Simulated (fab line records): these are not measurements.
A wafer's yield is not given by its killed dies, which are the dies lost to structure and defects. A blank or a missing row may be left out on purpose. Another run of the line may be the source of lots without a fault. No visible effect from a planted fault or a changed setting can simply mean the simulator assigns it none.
The tool behind it: which one? | flow n5 finfet | Sampling: 10 lots, 30 wafers, 5 of 1938 route steps

WHAT THE GAUGES READ, wafer by wafer
N5_BEOL_M4_RC_MEAS_101. Usual: DIBL_N 36.2 mV/V, standard deviation 1.6; DIBL_P 36.1 mV/V, standard deviation 2; IOFF_N 0.16 nA/um, standard deviation 0.032; IOFF_P 0.22 nA/um, standard deviation 0.036; ION_N 672 uA/um, standard deviation 11; ION_P 463 uA/um, standard deviation 7.5; SS_N 71.4 mV/dec, standard deviation 0.58; SS_P 73.2 mV/dec, standard deviation 0.67; VT_N 250 mV, standard deviation 3.3; VT_P -250 mV, standard deviation 3.3.
lot  | measured     | on        | DIBL_N (mV/V)  | DIBL_P (mV/V)  | IOFF_N (nA/um) | IOFF_P (nA/um) | ION_N (uA/um) | ION_P (uA/um) | SS_N (mV/dec)  | SS_P (mV/dec)  | VT_N (mV)   | VT_P (mV)      | flag
L372 | day 8 11:39  | prober-02 | 35.8 35.9 38.0 | 36.9 35.7 39.7 | 0.15 0.15 0.19 | 0.22 0.19 0.27 | 678 664 675   | 470 457 469   | 71.6 71.4 72.2 | 73.6 72.8 74.3 | 248 249 249 | -250 -252 -249 |
L378 | day 10 04:14 | prober-01 | 37.7 35.6 35.2 | 38.2 36.0 35.4 | 0.22 0.17 0.16 | 0.30 0.24 0.24 | 675 685 667   | 464 471 466   | 71.6 71.0 70.4 | 74.1 73.0 73.9 | 245 245 250 | -245 -248 -245 |
L379 | day 10 08:41 | prober-02 | 37.7 37.3 37.0 | 37.1 38.2 38.0 | 0.17 0.16 0.16 | 0.24 0.26 0.24 | 675 678 682   | 471 471 466   | 71.8 71.5 71.5 | 73.0 74.0 72.8 | 247 248 249 | -246 -245 -246 |
L381 | day 10 22:03 | prober-01 | 35.3 36.7 36.0 | 35.8 37.5 36.4 | 0.15 0.18 0.15 | 0.24 0.27 0.24 | 675 681 677   | 474 474 471   | 71.6 72.1 71.7 | 72.6 73.8 73.5 | 250 247 250 | -246 -243 -247 |
L382 | day 11 06:59 | prober-02 | 33.7 35.4 36.2 | 33.0 35.0 35.8 | 0.12 0.15 0.18 | 0.19 0.23 0.23 | 657 681 686   | 461 468 474   | 70.5 71.2 71.4 | 72.0 72.8 73.0 | 252 250 247 | -246 -245 -244 |
L385 | day 12 06:14 | prober-02 | 35.3 41.1 36.6 | 35.2 40.7 37.4 | 0.15 0.29 0.17 | 0.20 0.29 0.23 | 676 699 674   | 465 466 466   | 71.4 73.2 71.1 | 73.8 74.8 73.8 | 248 240 247 | -251 -247 -247 |
L387 | day 12 09:08 | prober-02 | 34.6 35.1 36.8 | 34.6 35.6 38.2 | 0.12 0.13 0.15 | 0.18 0.19 0.23 | 661 667 679   | 458 461 470   | 71.6 71.1 72.1 | 72.5 72.6 73.9 | 254 254 251 | -253 -250 -250 |
L389 | day 14 05:20 | prober-02 | 35.7 35.1 36.1 | 34.4 34.1 35.5 | 0.15 0.15 0.16 | 0.18 0.17 0.19 | 675 665 679   | 458 449 455   | 71.3 71.9 71.9 | 73.4 73.3 73.0 | 250 252 249 | -255 -251 -251 |
L392 | day 14 11:01 | prober-02 | 33.9 35.4 34.7 | 34.4 37.0 36.1 | 0.12 0.14 0.13 | 0.17 0.20 0.19 | 661 679 669   | 464 466 466   | 70.6 70.3 70.5 | 71.7 72.9 72.2 | 254 253 254 | -253 -249 -252 |
L393 | day 15 03:51 | prober-02 | 38.7 36.5 34.7 | 39.5 37.2 35.7 | 0.20 0.16 0.13 | 0.25 0.22 0.20 | 694 679 661   | 469 470 465   | 72.4 72.2 71.4 | 73.6 73.4 72.2 | 244 250 252 | -246 -247 -252 |

WHAT TOOL EACH LOT RAN ON (gives the tool, then ch and the chambers of the sampled wafers, and finally the start)
lot  | N5_BEOL_M1_SPUTTER_90        | N5_BEOL_M1_ANNEAL_95         | N5_BEOL_M1_CMP_52             | N5_BEOL_M1_DEP_57
L372 | pvd sputter-02, day 6 19:07  | pvd sputter-02, day 6 19:38  | cmp-01 ch 1,2, day 6 20:16    | pecvd-03 ch 1,2, day 6 20:52
L378 | pvd sputter-02, day 8 11:30  | pvd sputter-02, day 8 12:01  | cmp-01 ch 1,2,3, day 8 12:44  | pecvd-03 ch 1,2, day 8 13:08
L379 | pvd sputter-01, day 8 21:01  | pvd sputter-01, day 8 21:32  | cmp-02 ch 0,1,3, day 8 22:20  | pecvd-03 ch 0,1,2, day 8 22:46
L381 | pvd sputter-01, day 9 06:46  | pvd sputter-01, day 9 07:17  | cmp-02 ch 1,3, day 9 07:55    | pecvd-01 ch 0,2, day 9 08:24
L382 | pvd sputter-02, day 9 19:22  | pvd sputter-02, day 9 19:53  | cmp-02 ch 0,1, day 9 20:31    | pecvd-01 ch 0,1, day 9 21:01
L385 | pvd sputter-02, day 10 06:00 | pvd sputter-02, day 10 06:31 | cmp-03 ch 0,1,3, day 10 07:14 | pecvd-02 ch 0,1,2, day 10 07:41
L387 | pvd sputter-01, day 11 01:20 | pvd sputter-01, day 11 01:52 | cmp-03 ch 0,2,3, day 11 02:46 | pecvd-01 ch 0,1, day 11 03:13
L389 | pvd sputter-01, day 12 01:43 | pvd sputter-01, day 12 02:14 | cmp-02 ch 0,2, day 12 02:55   | pecvd-02 ch 1,2, day 12 03:22
L392 | pvd sputter-02, day 12 07:04 | pvd sputter-02, day 12 07:35 | cmp-01 ch 0,1,3, day 12 08:16 | pecvd-03 ch 1, day 12 08:43
L393 | pvd sputter-01, day 12 10:47 | pvd sputter-01, day 12 11:18 | cmp-02 ch 0,1,3, day 12 12:12 | pecvd-02 ch 1,2, day 12 12:37
- N5_BEOL_M1_SPUTTER_90: material Cu, target thk 4.5 nm, time 8.29 s.
- N5_BEOL_M1_ANNEAL_95: time 240 s.
- N5_BEOL_M1_CMP_52: polishes, stops on SiOC, t overpolish 6.8 s, target thk 40 nm.
- N5_BEOL_M1_DEP_57: deposits SiCN from 3MS/NH3, target thk 8 nm, time 14 s.

AS READ BY THE TOOLS THEMSELVES (means over the sampled wafers that have a number; for cases with no such wafer, the mark the record gives instead)
N5_BEOL_M1_SPUTTER_90. Usual: chuck sensor temp C -16.0 C, standard deviation 0.58; throttle valve pct 30.1 %, standard deviation 1.
lot  | tool           | chuck sensor temp C (C) | throttle valve pct (%) | flag
L372 | pvd sputter-02 | -15.2                   | 29.3                   |
L378 | pvd sputter-02 | -15.7                   | 29.1                   |
L379 | pvd sputter-01 | -16.2                   | 31.0                   |
L381 | pvd sputter-01 | -16.4                   | 30.9                   |
L382 | pvd sputter-02 | -15.3                   | 28.9                   |
L385 | pvd sputter-02 | -15.9                   | 29.0                   |
L387 | pvd sputter-01 | -16.3                   | 30.6                   |
L389 | pvd sputter-01 | -16.3                   | 30.9                   |
L392 | pvd sputter-02 | -15.9                   | 29.4                   |
L393 | pvd sputter-01 | -16.2                   | 31.4                   |

N5_BEOL_M1_ANNEAL_95. Usual: 819 W for heater power w, sd 99.
lot  | tool           | heater power w (W) | flag
L372 | pvd sputter-02 | 948                |
L378 | pvd sputter-02 | 931                |
L379 | pvd sputter-01 | 831                |
L381 | pvd sputter-01 | 821                |
L382 | pvd sputter-02 | 904                |
L385 | pvd sputter-02 | 795                |
L387 | pvd sputter-01 | 761                |
L389 | pvd sputter-01 | 838                |
L392 | pvd sputter-02 | 889                |
L393 | pvd sputter-01 | 814                |

N5_BEOL_M1_CMP_52. Usual: barrier field endpoint s 24.8 s, standard deviation 0.71; head pressure psi 1.0001 psi, standard deviation 0.0023; motor current A 5.9 A, standard deviation 0.47; overpolish run s 6.801 s, standard deviation 0.0095; time to endpoint s 62 s, standard deviation 3.5.
lot  | tool   | barrier field endpoint s (s) | head pressure psi (psi) | motor current A (A) | overpolish run s (s) | time to endpoint s (s) | flag
L372 | cmp-01 | 24.2                         | 0.9998                  | 5.7                 | 6.794                | 58                     |
L378 | cmp-01 | 24.3                         | 1.0015                  | 6.0                 | 6.798                | 61                     |
L379 | cmp-02 | 38.7                         | 0.6391                  | 5.0                 | 2.516                | 63                     | OFF
L381 | cmp-02 | 38.5                         | 0.6365                  | 5.1                 | 2.660                | 61                     | OFF
L382 | cmp-02 | 39.0                         | 0.6370                  | 4.9                 | 2.128                | 62                     | OFF
L385 | cmp-03 | 25.4                         | 1.0021                  | 5.6                 | 6.803                | 66                     |
L387 | cmp-03 | 25.6                         | 0.9988                  | 6.0                 | 6.801                | 62                     |
L389 | cmp-02 | 24.1                         | 1.0057                  | 6.0                 | 6.797                | 59                     |
L392 | cmp-01 | 25.1                         | 1.0025                  | 6.1                 | 6.814                | 64                     |
L393 | cmp-02 | 24.3                         | 0.9996                  | 5.7                 | 6.808                | 61                     |

N5_BEOL_M1_DEP_57. Usual: rf fwd power W 199.6 W, standard deviation 0.78; showerhead plenum p Torr 3.672 Torr, standard deviation 0.013; throttle valve pct 9.1 %, standard deviation 0.54.
lot  | tool     | rf fwd power W (W) | showerhead plenum p Torr (Torr) | throttle valve pct (%) | flag
L372 | pecvd-03 | 199.9              | 3.673                           | 9.0                    |
L378 | pecvd-03 | 199.5              | 3.680                           | 9.4                    |
L379 | pecvd-03 | 200.3              | 3.673                           | 8.9                    |
L381 | pecvd-01 | 199.5              | 3.674                           | 9.2                    |
L382 | pecvd-01 | 199.8              | 3.673                           | 9.3                    |
L385 | pecvd-02 | 200.0              | 3.674                           | 9.4                    |
L387 | pecvd-01 | 198.9              | 3.658                           | 9.0                    |
L389 | pecvd-02 | 199.9              | 3.680                           | 9.3                    |
L392 | pecvd-03 | 200.6              | 3.691                           | 9.9                    |
L393 | pecvd-02 | 199.5              | 3.681                           | 9.1                    |

THE ANSWER, worked out from the rows above alone
Rule: lot off if the mean of its wafers having a number is beyond 3 standard deviations from the usual mean. Also off: a lot with no number at a reading for which 4 or more lots have one. Any other lot the step has rows for is counted as sound. First the gauges in route order, then the tools' own readings, where a lot's mean is used as printed above. The first step at which some lot is off is used, and at that step the reading that is off furthest; a lot without a number counts as furthest.
Off: L379, L381, L382, at N5_BEOL_M1_CMP_52 (overpolish run s).
A tool fits if, at that step or a process step before it, it ran every lot that is off, and no sound lot after the first of them. None of those tried fits.

WHAT THE SIMULATOR HAD PUT IN
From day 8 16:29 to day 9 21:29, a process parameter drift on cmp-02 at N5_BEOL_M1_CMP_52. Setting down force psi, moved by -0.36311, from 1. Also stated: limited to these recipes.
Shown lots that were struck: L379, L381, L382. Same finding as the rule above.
